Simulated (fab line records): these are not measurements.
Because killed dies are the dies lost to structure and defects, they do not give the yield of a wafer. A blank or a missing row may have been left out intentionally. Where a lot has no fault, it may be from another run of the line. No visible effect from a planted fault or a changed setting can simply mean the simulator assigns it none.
fab line records    flow n5_finfet
[record] lots = 7  wafers = 21
route steps=1938 shown PASSIVATION@1901
start_h: hours from the record's first day to the start of the lot's first wafer shown    wait_h: hours from the lot's prior step to this one    " the same as in the row above    L1.1+2: several wafers, shown together as one row    - value missing, or start not given    * or withheld: withheld    < > ~ a bound
route shown NAME@n: NAME is a module with steps in the file, n the number in the route of the first one    usual: the fault-free wafers' mean and standard deviation    same: alike in all rows    chamber/n: place in a boat    sites: per-site readings    _std_site: the standard deviation of these    _edge_site: inner sites' mean taken away from outer sites' mean    radius_mm: for every site, how far away it sits from the centre of the wafer    mask NAME#n: copy n    behind: the last tool/chamber to shape the wafer    hold: why the lot went on hold/how many hours it stayed there/how the hold came to an end    device: the transistor (n, p or np) that didn't switch    end of line: at the end of the route, the tests of the same wafers    for a step that has no rows: nothing shown but its recipe    killed: not the wafer's yield, but the dies lost to structure and defects at the first sort    map: shows each die of a wafer: x if killed, . if not, _ if none is there
set.NAME: setting as actually run; set.NAME@STEP: the setting as run at that earlier step    model.NAME: the simulator's own value behind a step, which no gauge read
lots whose settings were changed on purpose; a table a step, a row a wafer
[[steps]]
[step N5_PASSIVATION_EXPOSE_27]
[recipe] mask_id = PAD  na = 0.55  source_shape = conventional  sigma_outer = 0.8  polarization = unpolarized  defocus_nm = 0  dose_mj = 32.3
lot.wafer   tool            chamber  start_h  wait_h  mask   set.dose_mj
L075.1      krf_scanner-02  0        294.89   -       PAD#0  32.3
L075.3+6    "               0        "        "       PAD#0  30.92
L076.4+6    krf_scanner-01  0        303.01   -       PAD#0  34.7
L076.5      "               0        "        "       PAD#0  32.3
L078.2+5    krf_scanner-01  0        316.34   -       PAD#0  34.08
L078.3      "               0        "        "       PAD#0  32.3
L082.1+3+4  krf_scanner-02  0        326.98   -       PAD#0  32.3
L083.2+4    krf_scanner-02  0        337.11   -       PAD#0  32.3
L083.6      "               0        "        "       PAD#0  32.96
L087.3+5    krf_scanner-02  0        359.43   -       PAD#0  31.18
L087.6      "               0        "        "       PAD#0  32.3
L089.2      krf_scanner-02  0        368.86   -       PAD#0  34.05
L089.3+6    "               0        "        "       PAD#0  32.3
[step N5_PASSIVATION_PEB_28]
[recipe] peb_temp_c = withheld  peb_time_s = *
[step N5_PASSIVATION_DEVELOP_29]
[recipe] develop_time_s = 60  rinse_liquid = diw  dry = air_spin  dev_temp_c = 21
[step N5_PASSIVATION_HARDBAKE_31]
[recipe] temp_c = 130  time_s = 120
[step N5_PASSIVATION_CD_MEAS_30]
[recipe] target_cd_nm = 4000  landing_energy_ev = 500  detector = se_inlens  polarity = opening
[usual] cd_nm = 4000/3
lot.wafer  tool       chamber  start_h  wait_h  set.dose_mj@PASSIVATION_EXPOSE_27  cd_nm
L075.1     cd_sem-03  0        295.07   -       32.3                               3994
L075.3     "          0        "        "       30.92                              3990
L075.6     "          0        "        "       30.92                              3991
L076.4     cd_sem-02  0        303.18   -       34.7                               4015
L076.5     "          0        "        "       32.3                               4003
L076.6     "          0        "        "       34.7                               4011
L078.2     cd_sem-02  0        316.51   -       34.08                              4013
L078.3     "          0        "        "       32.3                               3999
L078.5     "          0        "        "       34.08                              4014
L082.1     cd_sem-03  0        327.15   -       32.3                               4003
L082.3     "          0        "        "       32.3                               4001
L082.4     "          0        "        "       32.3                               4003
L083.2     cd_sem-03  0        337.29   -       32.3                               4001
L083.4     "          0        "        "       32.3                               4002
L083.6     "          0        "        "       32.96                              4002
L087.3     cd_sem-02  0        359.60   -       31.18                              3995
L087.5     "          0        "        "       31.18                              3992
L087.6     "          0        "        "       32.3                               4002
L089.2     cd_sem-03  0        369.04   -       34.05                              4004
L089.3     "          0        "        "       32.3                               3997
L089.6     "          0        "        "       32.3                               4000
[step N5_PASSIVATION_SRD_72]
[recipe] dry = ipa_marangoni  time_s = 30  temp_c = 23  rinse_liquid = diw
[step N5_PASSIVATION_ANNEAL_56]
[recipe] temp_c = 400  time_s = 1800  ambient = FGA  idle_temp_c = 300  ramp_up_c_per_min = 5  ramp_down_c_per_min = 3
[step N5_PASSIVATION_PROBE_49]
[usual] defect_limited_yield = 90.5/1.7  killed_at_M0_to_M3 = 37/12  killed_at_M4_up = 14/5.2  killed_at_contacts = 12/5.9  killed_at_front_end = 45/14  killed_at_other = 3.5/2.8  killed_dies = 112/21  killed_open = 73/15  killed_short = 36/8.9  sort_bin_4_leakage = 0.00/0.007  sort_bin_5_function = 5.6/1.2  sort_bin_6_memory = 3.5/0.68  sort_bin_8_speed = 0.01/0.1  sort_n_pass = 1068/21
[same] gross_dies = 1180  killed_at_back_side = 0
lot.wafer  tool       chamber  start_h  wait_h  set.time_s@PASSIVATION_AL_DEP_21  defect_limited_yield[%]  killed_at_M0_to_M3  killed_at_M4_up  killed_at_contacts  killed_at_front_end  killed_at_other  killed_dies  killed_open  killed_short  sort_bin_4_leakage[%]  sort_bin_5_function[%]  sort_bin_6_memory[%]  sort_bin_8_speed[%]  sort_n_pass
L075.1     prober-02  -        300.92   0.0     192.8                             19.5                     33                  20               2                   479                  416              950          70           27            0                      26.7                    16.2                  0                    230
L075.3     prober-02  -        301.02   0.1     170                               91.4                     26                  22               5                   48                   1                102          55           46            0                      5.2                     3.1                   0                    1078
L075.6     prober-02  -        301.17   0.3     170                               33.6                     40                  18               4                   30                   692              784          50           30            12.46                  3.8                     2.7                   0                    264
L076.4     prober-01  -        308.32   0.2     153.5                             85.9                     33                  75               12                  45                   1                166          74           30            0                      8.0                     4.8                   53.98                377
L076.5     prober-01  -        308.37   0.3     153.5                             41.9                     32                  57               13                  53                   531              686          71           31            0                      7.9                     4.5                   0                    494
L076.6     prober-01  -        308.42   0.3     153.5                             91.4                     28                  16               13                  43                   2                102          63           39            0                      5.7                     2.7                   0                    1078
L078.2     prober-01  -        322.17   0.1     170                               1.8                      35                  25               15                  37                   1047             1159         76           36            0                      5.5                     3.8                   0                    21
L078.3     prober-01  -        322.22   0.1     170                               93.3                     23                  7                15                  32                   2                79           51           28            0                      3.7                     2.9                   0                    1101
L078.5     prober-01  -        322.32   0.2     170                               89.6                     46                  16               12                  45                   4                123          74           44            0                      5.9                     3.8                   0                    1057
L082.1     prober-02  -        332.72   0.0     170                               93.6                     24                  11               3                   34                   3                75           44           29            0                      3.8                     2.2                   0                    1105
L082.3     prober-02  -        332.82   0.1     170                               91.8                     33                  23               6                   28                   7                97           64           33            0                      4.2                     3.6                   0                    1083
L082.4     prober-02  -        332.87   0.2     170                               90.5                     28                  12               12                  58                   2                112          82           26            0                      5.3                     4.0                   0                    1068
L083.2     prober-01  -        342.66   0.1     187.5                             89.0                     29                  14               32                  46                   9                130          53           32            0                      5.6                     3.6                   0.34                 1050
L083.4     prober-01  -        342.76   0.2     187.5                             92.5                     22                  12               3                   46                   6                89           55           26            13.98                  4.8                     2.5                   0                    926
L083.6     prober-01  -        342.86   0.3     170                               89.5                     35                  13               40                  32                   4                124          68           26            0                      6.6                     3.7                   0                    1056
L087.3     prober-01  -        367.99   0.1     156                               41.4                     29                  25               4                   629                  5                692          61           27            0.08                   36.9                    17.5                  10.59                363
L087.5     prober-01  -        368.09   0.2     170                               91.2                     32                  20               9                   43                   0                104          65           34            0                      4.5                     3.2                   27.88                747
L087.6     prober-01  -        368.14   0.3     170                               86.7                     32                  68               11                  40                   6                157          62           28            0.76                   8.6                     3.4                   0                    1023
L089.2     prober-02  -        374.91   0.1     170                               76.4                     59                  155              25                  35                   5                279          96           35            0.68                   13.9                    8.6                   0                    900
L089.3     prober-02  -        374.96   0.1     153.3                             90.1                     45                  14               20                  34                   4                117          68           47            0                      5.6                     4.0                   0                    1063
L089.6     prober-02  -        375.11   0.3     170                               74.0                     81                  157              24                  43                   2                307          97           49            1.02                   13.7                    10.3                  0                    871
// killed by level:class
L075.1 GATE_CUT:area_expose=440 MIM_TOP:area_sputter=413 BEOL_M3:geometric_particle:open=11 BEOL_M4:geometric_particle:open=11 FIN_SAQP:geometric_particle:open=10 BEOL_M2:geometric_particle:open=10 FIN_SAQP:geometric_particle:short=7 DUMMY_GATE:geometric_particle:open=6
L075.3 BEOL_M0_SAQP:geometric_particle:short=8 FIN_SAQP:geometric_particle:short=7 STI_FIN_REVEAL:geometric_particle:open=7 GATE_CUT:geometric_particle:short=7 FIN_SAQP:geometric_particle:open=6 STI_FIN_REVEAL:geometric_particle:short=5 DUMMY_GATE:geometric_particle:open=5 BEOL_M4:geometric_particle:open=5
L075.6 MIM_TOP:area_sputter=688 M2:area_ald=15 BEOL_M2:geometric_particle:open=13 BEOL_M4:geometric_particle:open=8 FIN_SAQP:geometric_particle:short=5 FIN_SAQP:geometric_particle:open=4 ILD0:geometric_particle:short=4 GATE_CUT:geometric_particle:short=4
L076.4 BEOL_M4:area_expose=52 STI_FIN_REVEAL:geometric_particle:open=18 BEOL_M0_SAQP:geometric_particle:open=11 FIN_SAQP:geometric_particle:open=9 BEOL_M10:area_peb=9 MOL_CONTACT_COAG:geometric_particle:open=7 BEOL_M0_SAQP:geometric_particle:short=7 BEOL_M3:geometric_particle:open=6
L076.5 MIM_TOP:area_sputter=530 BEOL_M4:area_expose=46 FIN_SAQP:geometric_particle:open=15 MOL_CONTACT_COAG:geometric_particle:open=11 GATE_CUT:geometric_particle:short=10 BEOL_M3:geometric_particle:open=9 STI_FIN_REVEAL:geometric_particle:open=8 FIN_SAQP:geometric_particle:short=6
L076.6 STI_FIN_REVEAL:geometric_particle:open=14 MOL_CONTACT_COAG:geometric_particle:open=9 BEOL_M3:geometric_particle:open=8 BEOL_M0_SAQP:geometric_particle:short=7 FIN_SAQP:geometric_particle:short=6 FIN_SAQP:geometric_particle:open=5 BEOL_M2:geometric_particle:open=5 BEOL_M4:geometric_particle:short=5
L078.2 MIM_TOP:area_sputter=1043 BEOL_M2:geometric_particle:open=13 BEOL_M4:geometric_particle:open=13 MOL_CONTACT_COAG:geometric_particle:open=11 FIN_SAQP:geometric_particle:open=10 BEOL_M0_SAQP:geometric_particle:short=8 STI_FIN_REVEAL:geometric_particle:open=7 BEOL_M0_SAQP:geometric_particle:open=6
L078.3 MOL_CONTACT_COAG:geometric_particle:open=11 STI_FIN_REVEAL:geometric_particle:open=7 FIN_SAQP:geometric_particle:open=5 FIN_SAQP:geometric_particle:short=5 BEOL_M0_SAQP:geometric_particle:short=5 BEOL_M0_SAQP:geometric_particle:open=5 BEOL_M2:geometric_particle:open=5 MOL_CONTACT_COAG:geometric_particle:short=4
L078.5 FIN_SAQP:geometric_particle:open=11 BEOL_M0_SAQP:geometric_particle:short=11 MOL_CONTACT_COAG:geometric_particle:open=9 BEOL_M0_SAQP:geometric_particle:open=9 FIN_SAQP:geometric_particle:short=8 STI_FIN_REVEAL:geometric_particle:open=8 BEOL_M2:geometric_particle:open=6 BEOL_M3:geometric_particle:open=6
L082.1 FIN_SAQP:geometric_particle:short=10 FIN_SAQP:geometric_particle:open=6 BEOL_M0_SAQP:geometric_particle:short=6 BEOL_M2:geometric_particle:open=6 DUMMY_GATE:geometric_particle:open=3 GATE_CUT:geometric_particle:open=3 MOL_CONTACT_COAG:geometric_particle:open=3 BEOL_M8:geometric_particle:open=3
L082.3 BEOL_M4:geometric_particle:open=10 FIN_SAQP:geometric_particle:short=9 BEOL_M1:geometric_particle:open=9 FIN_SAQP:geometric_particle:open=8 BEOL_M3:geometric_particle:open=8 BEOL_M2:geometric_particle:open=7 MOL_CONTACT_COAG:geometric_particle:open=5 BEOL_M1:geometric_particle:short=5
L082.4 STI_FIN_REVEAL:geometric_particle:open=16 FIN_SAQP:geometric_particle:open=12 MOL_CONTACT_COAG:geometric_particle:open=11 BEOL_M2:geometric_particle:open=11 FIN_SAQP:geometric_particle:short=6 STARTING-WAFER:geometric_particle:open=6 BEOL_M0_SAQP:geometric_particle:open=5 DUMMY_GATE:geometric_particle:open=4
L083.2 MOL_CONTACT_COAG:area_expose=21 HKMG_FIN:area_etch=13 MOL_CONTACT_COAG:geometric_particle:open=10 FIN_SAQP:geometric_particle:short=6 GATE_CUT:geometric_particle:short=6 FIN_SAQP:geometric_particle:open=5 BEOL_M0_SAQP:geometric_particle:open=5 BEOL_M4:geometric_particle:open=5
L083.4 FIN_SAQP:geometric_particle:open=16 FIN_SAQP:geometric_particle:short=8 STI_FIN_REVEAL:geometric_particle:open=5 GATE_CUT:geometric_particle:short=5 BEOL_M0_SAQP:geometric_particle:open=5 BEOL_M4:geometric_particle:open=5 PASSIVATION:area_etch=5 BEOL_M2:geometric_particle:open=4
L083.6 MOL_CONTACT_COAG:area_expose=29 STI_FIN_REVEAL:geometric_particle:open=10 MOL_CONTACT_COAG:geometric_particle:open=8 BEOL_M0_SAQP:geometric_particle:short=8 BEOL_M2:geometric_particle:open=7 BEOL_M3:geometric_particle:open=7 BEOL_M4:geometric_particle:open=7 BEOL_M0_SAQP:geometric_particle:open=6
L087.3 GATE_CUT:area_expose=598 FIN_SAQP:geometric_particle:open=10 STI_FIN_REVEAL:geometric_particle:open=9 BEOL_M1:geometric_particle:open=7 BEOL_M4:geometric_particle:open=7 BEOL_M2:geometric_particle:open=6 BEOL_M0_SAQP:geometric_particle:short=4 BEOL_M4:geometric_particle:short=4
L087.5 BEOL_M1:geometric_particle:open=9 BEOL_M4:geometric_particle:open=9 MOL_CONTACT_COAG:geometric_particle:open=8 STI_FIN_REVEAL:geometric_particle:open=7 BEOL_M0_SAQP:geometric_particle:open=7 ILD0:geometric_particle:short=6 FIN_SAQP:geometric_particle:short=5 FIN_SAQP:geometric_particle:open=5
L087.6 BEOL_M10:area_peb=50 FIN_SAQP:geometric_particle:open=10 MOL_CONTACT_COAG:geometric_particle:open=10 M1:area_ald=9 FIN_SAQP:geometric_particle:short=6 STI_FIN_REVEAL:geometric_particle:open=6 BEOL_M4:geometric_particle:open=6 BEOL_M6:geometric_particle:open=6
L089.2 BEOL_M4:area_expose=140 MOL_CONTACT_COAG:geometric_particle:open=20 BEOL_M0_SAQP:geometric_particle:short=16 STI_FIN_REVEAL:geometric_particle:open=11 BEOL_M0_SAQP:geometric_particle:open=11 BEOL_M3:geometric_particle:open=9 BEOL_M1:geometric_particle:open=7 BEOL_M4:geometric_particle:open=7
L089.3 MOL_CONTACT_COAG:geometric_particle:open=15 BEOL_M3:geometric_particle:open=10 FIN_SAQP:geometric_particle:short=9 BEOL_M0_SAQP:geometric_particle:short=9 BEOL_M0_SAQP:geometric_particle:open=8 BEOL_M4:geometric_particle:open=7 STI_FIN_REVEAL:geometric_particle:open=5 MOL_CONTACT_COAG:geometric_particle:short=5
L089.6 BEOL_M4:area_expose=148 MOL_CONTACT_COAG:geometric_particle:open=18 BEOL_M3:geometric_particle:open=14 FIN_SAQP:geometric_particle:short=13 BEOL_M0_SAQP:geometric_particle:open=13 BEOL_M0:geometric_particle:open=12 FIN_SAQP:geometric_particle:open=11 M2:area_ald=10
[[key]]
[split] step = N5_PASSIVATION_EXPOSE_27  setting = dose_mj  stated = 32.3  by = wafer
[response] step = N5_PASSIVATION_CD_MEAS_30  reading = cd_nm  change = +1.5  per = 1%  r = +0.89
split outside_this_file step=N5_PASSIVATION_AL_DEP_21 setting=time_s
// split outside_this_file: this setting was split too, and the file shows its column; the key of that split is in another file
